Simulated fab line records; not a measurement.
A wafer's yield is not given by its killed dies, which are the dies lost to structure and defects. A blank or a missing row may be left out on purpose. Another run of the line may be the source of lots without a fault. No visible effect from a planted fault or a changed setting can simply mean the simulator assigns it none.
Which tool was responsible? + flow nand_harc + 36 wafers from 12 lots sampled at 5 of the route's 1159 steps

== WHAT THE GAUGES SHOWED, per wafer ==
NHARC_END_SORT_01. Usual: killed_at_array 29, standard deviation 13; killed_at_other 0.7, standard deviation 1; killed_at_periphery 3.2, standard deviation 2.3; killed_dies 33, standard deviation 13; killed_open 3.3, standard deviation 1.7; killed_short 2.0, standard deviation 1.5.
| lot  | measured     | on        | killed_at_array | killed_at_other | killed_at_periphery | killed_dies | killed_open | killed_short | flag |
|------|--------------|-----------|-----------------|-----------------|---------------------|-------------|-------------|--------------|------|
| L368 | day 24 02:37 | prober-02 | 125 134 126     | 0 0 0           | 5 3 0               | 130 137 126 | 1 6 2       | 3 1 1        | OFF  |
| L369 | day 24 20:16 | prober-01 | 149 147 148     | 0 0 0           | 1 1 1               | 150 148 149 | 2 2 2       | 1 1 1        | OFF  |

== WHAT TOOL EACH LOT RAN ON (gives the tool, then ch and the chambers of the sampled wafers, and finally the start) ==
| lot  | NHARC_A_CONTACT_ETCH_132             | NHARC_A_BONDPAD_STRIP_15           | NHARC_A_BONDPAD_ETCH_24                       | NHARC_A_BONDPAD_DEGAS_25     |
|------|--------------------------------------|------------------------------------|-----------------------------------------------|------------------------------|
| L351 | har_cap_etch-03 ch 0,1, day 17 00:41 | rie_diel-01 ch 0,1,3, day 18 07:03 | rie_diel-01 ch 0,2,3, day 18 07:35 or earlier | pvd_sputter-03, day 18 07:35 |
| L352 | har_cap_etch-02 ch 0,1, day 17 03:12 | rie_diel-04 ch 0,3, day 18 10:08   | rie_diel-04 ch 2,3, day 18 10:45 or earlier   | pvd_sputter-02, day 18 10:45 |
| L353 | har_cap_etch-03 ch 0,1, day 17 04:48 | rie_diel-04 ch 0,1,3, day 18 10:39 | rie_diel-04 ch 0,2,3, day 18 11:11 or earlier | pvd_sputter-03, day 18 11:11 |
| L354 | har_cap_etch-03 ch 0,1, day 18 06:04 | rie_diel-04 ch 1,2,3, day 19 16:37 | rie_diel-04 ch 2,3, day 19 17:08 or earlier   | pvd_sputter-02, day 19 17:08 |
| L355 | har_cap_etch-02 ch 0,1, day 18 09:55 | rie_diel-04 ch 0,2,3, day 19 18:19 | rie_diel-04 ch 0,1,2, day 19 18:50 or earlier | pvd_sputter-02, day 19 18:50 |
| L356 | har_cap_etch-03 ch 0,1, day 18 18:16 | rie_diel-04 ch 1,2,3, day 19 23:37 | rie_diel-04 ch 1,2,3, day 20 00:11 or earlier | pvd_sputter-03, day 20 00:11 |
| L358 | har_cap_etch-02 ch 0, day 18 19:26   | rie_diel-01 ch 1,3, day 20 04:55   | rie_diel-01 ch 0,2,3, day 20 05:28 or earlier | pvd_sputter-01, day 20 05:28 |
| L359 | har_cap_etch-01 ch 0, day 19 11:35   | rie_diel-11 ch 1,2,3, day 20 18:50 | rie_diel-11 ch 1,2,3, day 20 19:22 or earlier | pvd_sputter-03, day 20 19:22 |
| L362 | har_cap_etch-03 ch 0,1, day 20 06:16 | rie_diel-04 ch 1,2,3, day 21 11:07 | rie_diel-04 ch 0,1,3, day 21 11:39 or earlier | pvd_sputter-03, day 21 11:39 |
| L365 | har_cap_etch-01 ch 0,1, day 20 08:48 | rie_diel-04 ch 0,1,2, day 21 21:36 | rie_diel-04 ch 0,1, day 21 22:08 or earlier   | pvd_sputter-01, day 21 22:08 |
| L368 | har_cap_etch-03 ch 0,1, day 21 13:13 | rie_diel-04 ch 0,2,3, day 22 20:19 | rie_diel-04 ch 0,1,3, day 22 20:52 or earlier | pvd_sputter-01, day 22 20:52 |
| L369 | har_cap_etch-03 ch 0,1, day 22 07:01 | rie_diel-04 ch 0,1,3, day 23 11:16 | rie_diel-04 ch 1,2, day 23 11:49 or earlier   | pvd_sputter-03, day 23 11:49 |
- NHARC_A_CONTACT_ETCH_132: etches the open film in C4F8/O2/Ar, time 156 s, target depth 958 nm.
- NHARC_A_BONDPAD_STRIP_15: strips in O2.
- NHARC_A_BONDPAD_ETCH_24: etches the open film in CF4/N2, target depth 30 nm, time 72.99 s.
- NHARC_A_BONDPAD_DEGAS_25: time 60 s.

== AS READ BY THE TOOLS THEMSELVES (means over the sampled wafers that have a number; for cases with no such wafer, the mark the record gives instead) ==
NHARC_A_BONDPAD_STRIP_15. Usual: drypump_motor_current_A 5.5 A, standard deviation 0.37; oes_product_au 1.002 a.u., standard deviation 0.0096; rf_vpp_V 57.9 V, standard deviation 0.87; showerhead_plenum_p_Torr 3.56 Torr, standard deviation 0.16; throttle_valve_pct 17.036 %, standard deviation 0.0088.
| lot  | tool        | drypump_motor_current_A (A) | oes_product_au (a.u.) | rf_vpp_V (V) | showerhead_plenum_p_Torr (Torr) | throttle_valve_pct (%) | flag |
|------|-------------|-----------------------------|-----------------------|--------------|---------------------------------|------------------------|------|
| L351 | rie_diel-01 | 5.4                         | 1.001                 | 57.5         | 3.63                            | 17.041                 |      |
| L352 | rie_diel-04 | 5.2                         | 0.996                 | 57.5         | 3.56                            | 17.036                 |      |
| L353 | rie_diel-04 | 5.5                         | 1.016                 | 57.8         | 3.49                            | 17.040                 |      |
| L354 | rie_diel-04 | 5.7                         | 1.013                 | 58.6         | 3.52                            | 17.039                 |      |
| L355 | rie_diel-04 | 5.4                         | 1.013                 | 58.0         | 3.64                            | 17.036                 |      |
| L356 | rie_diel-04 | 5.7                         | 1.005                 | 57.6         | 3.52                            | 17.043                 |      |
| L358 | rie_diel-01 | 5.5                         | 1.002                 | 58.3         | 3.70                            | 17.037                 |      |
| L359 | rie_diel-11 | 5.5                         | 1.009                 | 57.7         | 3.58                            | 17.020                 |      |
| L362 | rie_diel-04 | 5.7                         | 0.992                 | 58.5         | 3.52                            | 17.036                 |      |
| L365 | rie_diel-04 | 5.7                         | 0.999                 | 58.6         | 3.57                            | 17.032                 |      |
| L368 | rie_diel-04 | 5.4                         | 0.996                 | 57.4         | 3.64                            | 17.038                 |      |
| L369 | rie_diel-04 | 5.5                         | 0.998                 | 57.2         | 3.49                            | 17.043                 |      |

NHARC_A_BONDPAD_ETCH_24. Usual: bias_w 100.01 W, standard deviation 0.27; drypump_motor_current_A 5.6 A, standard deviation 0.39; oes_product_au 1.004 a.u., standard deviation 0.0089; rf_vpp_V 314.4 V, standard deviation 2.3; showerhead_plenum_p_Torr 2.64 Torr, standard deviation 0.12; throttle_valve_pct 19.794 %, standard deviation 0.0094.
| lot  | tool        | bias_w (W) | drypump_motor_current_A (A) | oes_product_au (a.u.) | rf_vpp_V (V) | showerhead_plenum_p_Torr (Torr) | throttle_valve_pct (%) | flag |
|------|-------------|------------|-----------------------------|-----------------------|--------------|---------------------------------|------------------------|------|
| L351 | rie_diel-01 | 99.96      | 5.4                         | 0.995                 | 314.5        | 2.66                            | 19.803                 |      |
| L352 | rie_diel-04 | 99.96      | 5.6                         | 1.005                 | 316.3        | 2.74                            | 19.790                 |      |
| L353 | rie_diel-04 | 100.15     | 5.4                         | 1.004                 | 315.1        | 2.71                            | 19.794                 |      |
| L354 | rie_diel-04 | 100.15     | 5.6                         | 1.018                 | 315.9        | 2.74                            | 19.791                 |      |
| L355 | rie_diel-04 | 99.62      | 5.7                         | 1.017                 | 314.1        | 2.66                            | 19.791                 |      |
| L356 | rie_diel-04 | 99.78      | 5.7                         | 1.011                 | 313.6        | 2.62                            | 19.791                 |      |
| L358 | rie_diel-01 | 100.04     | 5.4                         | 1.003                 | 315.2        | 2.65                            | 19.793                 |      |
| L359 | rie_diel-11 | 100.03     | 5.5                         | 1.005                 | 315.5        | 2.67                            | 19.801                 |      |
| L362 | rie_diel-04 | 100.17     | 5.5                         | 1.000                 | 313.1        | 2.60                            | 19.799                 |      |
| L365 | rie_diel-04 | 99.97      | 5.4                         | 1.002                 | 314.4        | 2.63                            | 19.792                 |      |
| L368 | rie_diel-04 | 100.38     | 5.5                         | 1.007                 | 314.0        | 2.60                            | 19.793                 |      |
| L369 | rie_diel-04 | 100.15     | 5.9                         | 1.004                 | 315.1        | 2.69                            | 19.789                 |      |

NHARC_A_BONDPAD_DEGAS_25. Usual: heater_power_w 468 W, standard deviation 31.
| lot  | tool           | heater_power_w (W) | flag |
|------|----------------|--------------------|------|
| L351 | pvd_sputter-03 | 455                |      |
| L352 | pvd_sputter-02 | 484                |      |
| L353 | pvd_sputter-03 | 461                |      |
| L354 | pvd_sputter-02 | 457                |      |
| L355 | pvd_sputter-02 | 452                |      |
| L356 | pvd_sputter-03 | 468                |      |
| L358 | pvd_sputter-01 | 449                |      |
| L359 | pvd_sputter-03 | 463                |      |
| L362 | pvd_sputter-03 | 474                |      |
| L365 | pvd_sputter-01 | 501                |      |
| L368 | pvd_sputter-01 | 445                |      |
| L369 | pvd_sputter-03 | 458                |      |

== THE ANSWER, worked out from the rows above alone ==
Rule: lot off if the mean of its wafers having a number is beyond 3 standard deviations from the usual mean. A lot without any number at a reading at which 4 lots or more have one is off too. Any other lot the step has rows for is counted as sound. Order of review: gauges by route order, followed by the tools' own readings, for which a lot's mean as printed above is used. At the first step where some lot is off, the reading lying furthest off is the one used; lots without a number count as furthest.
Off at NHARC_END_SORT_01 (killed_at_array): L368, L369. Neither off nor sound, because the step has no rows for them: L351, L352, L353, L354, L355, L356, L358, L359, L362, L365.
If a tool, at a process step before that reading, ran all the lots that are off and no sound lot after the first of them, it fits. Gauges at NHARC_END_SORT_01: tried the same way as those tools. With no start given for some of its lots, NHARC_A_BONDPAD_ETCH_24 uses the hours and lot order of NHARC_A_BONDPAD_DEGAS_25. Undecided on this evidence; 2 tools fit (har_cap_etch-03 at NHARC_A_CONTACT_ETCH_132, rie_diel-04 at NHARC_A_BONDPAD_STRIP_15 and NHARC_A_BONDPAD_ETCH_24).

== WHAT THE SIMULATOR HAD INSERTED ==
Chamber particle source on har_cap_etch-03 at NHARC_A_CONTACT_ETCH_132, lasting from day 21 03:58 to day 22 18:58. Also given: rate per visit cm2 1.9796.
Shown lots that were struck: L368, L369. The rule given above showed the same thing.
